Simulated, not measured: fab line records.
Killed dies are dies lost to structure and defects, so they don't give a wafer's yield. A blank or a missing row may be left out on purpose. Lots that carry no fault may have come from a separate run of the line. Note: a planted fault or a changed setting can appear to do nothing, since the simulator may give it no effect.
Chamber matching -- flow nand harc -- rie diel-07 running NHARC_P_GATE_DESCUM_48: 4 sister chambers
The step chemistry O2, time 3 s. 4 wafers are shown with their chamber, then 12 later ones without.

## WAFERS, EACH WITH ITS CHAMBER
wafer,chamber,showerhead plenum p Torr (Torr)
L086.4,3,1.95
L087.1,1,1.82
L087.2,0,1.84
L087.3,2,1.95

## WAFERS WHOSE CHAMBER IS MISSING
wafer,showerhead plenum p Torr (Torr)
L089.1,1.94
L089.4,1.82
L089.5,1.84
L090.1,1.94
L090.2,1.84
L090.4,1.95
L092.1,1.95
L092.2,1.84
L092.4,1.82
L093.1,1.84
L093.2,1.94
L093.3,1.82

## WHICH CHAMBER EACH WENT THROUGH
wafer,from the rows above,in truth
L089.1,can't be placed: 2 or 3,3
L089.4,1,1
L089.5,0,0
L090.1,can't be placed: 2 or 3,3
L090.2,0,0
L090.4,can't be placed: 2 or 3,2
L092.1,can't be placed: 2 or 3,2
L092.2,0,0
L092.4,1,1
L093.1,0,0
L093.2,can't be placed: 2 or 3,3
L093.3,1,1
7 of 12 placed correctly. Cannot be placed on the basis of these rows: 5; the candidates contain the true chamber in 5. Wrongly placed: 0.
How it was worked out, from the rows above alone: a wafer's distance from a chamber is the root of the sum, over the readings, of the square of ((its reading less the chamber's mean) divided by the reading's scatter). The wafer belongs to the nearest chamber; if the next one is less than 2 further off, it can't be placed. For every chamber, the mean is computed from those of its wafers that are shown. The scatter: root of mean squared gap, hidden wafer to nearest shown wafer, with one shown wafer a chamber.
